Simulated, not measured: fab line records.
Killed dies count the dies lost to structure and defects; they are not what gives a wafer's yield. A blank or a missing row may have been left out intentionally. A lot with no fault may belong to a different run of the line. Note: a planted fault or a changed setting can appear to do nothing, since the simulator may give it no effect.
Which tool is to blame? -- flow n5_finfet -- Sampling: 10 lots, 30 wafers, 5 of 1938 route steps

## WHAT THE GAUGES READ, wafer by wafer
N5_BEOL_M4_RC_MEAS_101. Usual: DIBL_N 36.6 mV/V, standard deviation 1.1; DIBL_P 36.8 mV/V, standard deviation 1.6; IOFF_N 0.169 nA/um, standard deviation 0.024; IOFF_P 0.206 nA/um, standard deviation 0.028; ION_N 679 uA/um, standard deviation 9.2; ION_P 462 uA/um, standard deviation 7; SS_N 71.6 mV/dec, standard deviation 0.57; SS_P 73.3 mV/dec, standard deviation 0.57; VT_N 248.8 mV, standard deviation 2.4; VT_P -251 mV, standard deviation 3.
lot,measured,on,DIBL_N (mV/V),DIBL_P (mV/V),IOFF_N (nA/um),IOFF_P (nA/um),ION_N (uA/um),ION_P (uA/um),SS_N (mV/dec),SS_P (mV/dec),VT_N (mV),VT_P (mV),flag
L239,day 9 01:16,prober-02,36.5 36.5 34.9,36.2 36.3 33.7,0.161 0.161 0.131,0.177 0.175 0.148,674 688 659,462 460 453,70.6 71.0 70.3,73.1 73.1 72.7,248.3 249.3 254.6,-256 -255 -258,
L240,day 9 09:15,prober-01,36.0 36.7 35.0,36.4 37.5 34.9,0.155 0.184 0.150,0.200 0.223 0.181,667 683 666,450 461 451,71.4 72.0 70.9,73.4 72.9 73.3,250.5 245.8 249.7,-254 -250 -256,
L243,day 10 13:31,prober-02,36.5 36.4 37.8,39.0 39.1 39.4,0.202 0.185 0.219,0.228 0.222 0.236,691 682 681,468 463 461,72.6 72.5 72.2,74.4 73.7 74.2,246.6 250.5 246.0,-251 -251 -254,
L246,day 10 13:47,prober-01,35.9 34.6 35.4,35.2 34.0 35.5,0.157 0.146 0.165,0.194 0.183 0.200,667 668 667,455 458 457,71.5 71.5 72.4,74.3 73.1 73.9,252.4 249.2 248.4,-250 -252 -252,
L250,day 12 00:11,prober-01,36.8 38.2 36.5,36.2 37.8 35.4,0.164 0.193 0.152,0.212 0.240 0.204,688 694 671,469 473 458,71.3 71.7 71.6,73.0 74.0 73.1,247.4 246.7 248.8,-251 -249 -250,
L260,day 15 03:05,prober-02,35.1 35.8 36.7,35.8 37.0 37.9,0.150 0.165 0.179,0.162 0.175 0.186,672 675 685,450 447 456,71.7 71.1 71.0,73.1 73.6 74.1,249.1 247.9 247.0,-257 -255 -256,
L261,day 15 09:16,prober-02,36.8 36.5 36.8,37.4 37.5 36.6,0.157 0.155 0.149,0.196 0.204 0.186,682 679 683,465 466 461,71.2 71.1 71.4,73.6 73.1 73.7,246.8 249.0 248.1,-251 -252 -251,
L262,day 15 13:02,prober-02,35.9 36.3 37.0,36.9 37.3 38.6,0.140 0.143 0.157,0.171 0.179 0.190,673 675 675,455 460 461,70.7 71.4 71.6,72.8 72.9 72.7,255.4 252.2 250.8,-252 -253 -252,

## WHICH TOOL RAN EACH LOT (tool, then ch and the chambers of the sampled wafers, then the start)
lot,N5_DUMMY_GATE_ETCH_29,N5_DUMMY_GATE_ETCH_31,N5_DUMMY_GATE_ETCH_32,N5_SPACER0_ALD_00
L239,"rie_diel-05 ch 1,2,3, day 2 22:46","rie_diel-05 ch 1,2,3, day 2 23:07","rie_si-01 ch 0,2,3, day 2 23:22","ald_sin-04 ch 0,2,3, day 3 01:38"
L240,"rie_diel-02 ch 0,2, day 3 03:41","rie_diel-05 ch 1,2, day 3 04:07","rie_si-02 ch 0,1,2, day 3 04:21","ald_sin-04 ch 1,2,3, day 3 05:40"
L243,"rie_diel-02 ch 0,1, day 3 21:27","rie_diel-05 ch 0,1,3, day 3 21:48","rie_si-02 ch 1,2,3, day 3 22:03","ald_sin-04 ch 0,2, day 3 22:43"
L246,"rie_diel-02 ch 1,3, day 4 16:31","rie_diel-05 ch 0,1,3, day 4 16:52","rie_si-01 ch 0,2, day 4 17:07","ald_sin-02 ch 1,2,3, day 4 18:06"
L250,"rie_diel-05 ch 1,3, day 6 02:15","rie_diel-05 ch 0,1, day 6 02:37","rie_si-02 ch 0,2,3, day 6 02:52","ald_sin-04 ch 1,2,3, day 6 03:36"
L254,"rie_diel-06 ch 0,1, day 6 19:04","rie_diel-02 ch 1,3, day 6 19:30","rie_si-02 ch 1,2, day 6 19:44","ald_sin-04 ch 1,2,3, day 6 20:25"
L255,"rie_diel-02 ch 1,2,3, day 6 23:38","rie_diel-05 ch 1,3, day 6 23:59","rie_si-06 ch 0,1,3, day 7 00:14","ald_sin-04 ch 0,3, day 7 00:55"
L260,"rie_diel-05 ch 0,2, day 8 04:38","rie_diel-02 ch 0,1, day 8 05:01","rie_si-06 ch 0,1,2, day 8 05:16","ald_sin-02 ch 2,3, day 8 06:24"
L261,"rie_diel-02 ch 0,1, day 8 13:43","rie_diel-05 ch 0,2, day 8 14:07","rie_si-02 ch 0,3, day 8 14:22","ald_sin-03 ch 0,1,3, day 8 15:02"
L262,"rie_diel-06 ch 0,3, day 8 18:46","rie_diel-02 ch 1,2, day 8 19:07","rie_si-06 ch 0,1, day 8 19:22","ald_sin-04 ch 0,2, day 8 21:20"
- N5_DUMMY_GATE_ETCH_29: etches underlayer in N2/H2, target depth 13 nm.
- N5_DUMMY_GATE_ETCH_31: etches SiO2 in C4F6/O2, target depth 82.5 nm, time 27.5 s.
- N5_DUMMY_GATE_ETCH_32: etches SiO2 in CF4, target depth 3.5 nm, time 3.9 s.
- N5_SPACER0_ALD_00: deposits SiOCN, target thk 3.5 nm, pulse time 3 s, purge time 2 s.

## WHAT THE TOOLS THEMSELVES READ (means of the sampled wafers that have a number; where no wafer has one, the mark that the record gives instead)
N5_DUMMY_GATE_ETCH_29. Usual: drypump_motor_current_A 5.7 A, standard deviation 0.5; oes_product_au 0.81 a.u., standard deviation 0.068; rf_vpp_V 524.6 V, standard deviation 2.4; showerhead_plenum_p_Torr 2.57 Torr, standard deviation 0.08; throttle_valve_pct 17.67 %, standard deviation 0.19.
lot,tool,drypump_motor_current_A (A),oes_product_au (a.u.),rf_vpp_V (V),showerhead_plenum_p_Torr (Torr),throttle_valve_pct (%),flag
L239,rie_diel-05,5.7,0.75,524.4,2.58,17.65,
L240,rie_diel-02,5.9,0.86,524.6,2.58,17.51,
L243,rie_diel-02,6.2,0.93,527.8,2.67,17.63,
L246,rie_diel-02,5.8,0.92,526.1,2.64,17.69,
L250,rie_diel-05,5.9,0.77,524.4,2.58,17.48,
L254,rie_diel-06,5.5,0.79,522.1,2.49,17.79,
L255,rie_diel-02,5.7,0.87,525.7,2.59,17.74,
L260,rie_diel-05,5.1,0.82,525.3,2.60,17.69,
L261,rie_diel-02,6.0,0.83,525.8,2.61,17.54,
L262,rie_diel-06,5.9,0.77,521.7,2.48,17.95,

N5_DUMMY_GATE_ETCH_31. Usual: C4F6_flow_sccm 10.00 sccm, standard deviation 0.03; drypump_motor_current_A 5.7 A, standard deviation 0.5; oes_o_777_au 0.81 a.u., standard deviation 0.061; oes_product_au 0.81 a.u., standard deviation 0.071; rf_vpp_V 668 V, standard deviation 6.8; showerhead_plenum_p_Torr 2.88 Torr, standard deviation 0.085; throttle_valve_pct 20.95 %, standard deviation 0.18.
lot,tool,C4F6_flow_sccm (sccm),drypump_motor_current_A (A),oes_o_777_au (a.u.),oes_product_au (a.u.),rf_vpp_V (V),showerhead_plenum_p_Torr (Torr),throttle_valve_pct (%),flag
L239,rie_diel-05,9.99,5.7,0.75,0.75,665,2.88,20.94,
L240,rie_diel-05,10.00,5.8,0.75,0.74,661,2.84,20.94,
L243,rie_diel-05,10.04,5.6,0.79,0.79,666,2.93,20.80,
L246,rie_diel-05,10.01,5.6,0.78,0.77,666,2.93,20.83,
L250,rie_diel-05,9.99,5.4,0.78,0.77,666,2.92,20.91,
L254,rie_diel-02,10.00,5.8,0.88,0.89,669,2.95,21.00,
L255,rie_diel-05,10.00,5.9,0.77,0.77,666,2.92,20.77,
L260,rie_diel-02,10.04,6.2,0.86,0.86,670,2.98,21.02,
L261,rie_diel-05,10.03,5.2,0.85,0.86,669,2.85,20.98,
L262,rie_diel-02,9.99,6.2,0.83,0.85,678,2.94,21.21,

N5_DUMMY_GATE_ETCH_32. Usual: drypump_motor_current_A 5.7 A, standard deviation 0.45; oes_product_au 0.995 a.u., standard deviation 0.018; throttle_valve_pct 21.79 %, standard deviation 0.14.
lot,tool,drypump_motor_current_A (A),oes_product_au (a.u.),throttle_valve_pct (%),flag
L239,rie_si-01,5.2,1.010,21.80,
L240,rie_si-02,5.9,1.002,21.71,
L243,rie_si-02,5.8,0.994,21.76,
L246,rie_si-01,5.2,1.003,21.86,
L250,rie_si-02,5.9,0.988,21.68,
L254,rie_si-02,5.9,0.999,21.81,
L255,rie_si-06,5.8,0.992,21.83,
L260,rie_si-06,5.8,0.984,21.97,
L261,rie_si-02,6.1,0.983,21.75,
L262,rie_si-06,6.0,0.997,21.84,

N5_SPACER0_ALD_00. Usual: chamber_pressure_Torr 2.000 Torr, standard deviation 0.0044; heater_power_w 827 W, standard deviation 69; precursor_pulse_height_rel 0.998, standard deviation 0.021.
lot,tool,chamber_pressure_Torr (Torr),heater_power_w (W),precursor_pulse_height_rel,flag
L239,ald_sin-04,2.002,824,0.998,
L240,ald_sin-04,2.005,880,1.006,
L243,ald_sin-04,2.001,812,0.994,
L246,ald_sin-02,1.997,817,1.003,
L250,ald_sin-04,2.002,896,1.019,
L254,ald_sin-04,-,-,-,OFF
L255,ald_sin-04,-,-,-,OFF
L260,ald_sin-02,1.999,823,0.986,
L261,ald_sin-03,1.998,793,1.000,
L262,ald_sin-04,1.998,814,1.005,

## THE ANSWER, worked out from the rows above alone
Rule: a lot is off if the mean of its wafers that have a number lies more than 3 standard deviations from the usual mean. A lot without any number at a reading at which 4 lots or more have one is off too. Where the step has rows for the other lots, those lots are counted as sound. After the gauges, taken in route order, come the tools' own readings; for these a lot's mean is taken, as printed above. The first step at which some lot is off is used, and at that step the reading that is off furthest; a lot without a number counts as furthest.
Off: L254, L255 (N5_SPACER0_ALD_00, chamber_pressure_Torr). Without a number there: L254, L255.
If a tool, at that step or one of the process steps before it, ran each lot that is off and ran no sound lot following the first of them, it fits. Of those tried, none fits.

## WHAT HAD BEEN PUT IN BY THE SIMULATOR
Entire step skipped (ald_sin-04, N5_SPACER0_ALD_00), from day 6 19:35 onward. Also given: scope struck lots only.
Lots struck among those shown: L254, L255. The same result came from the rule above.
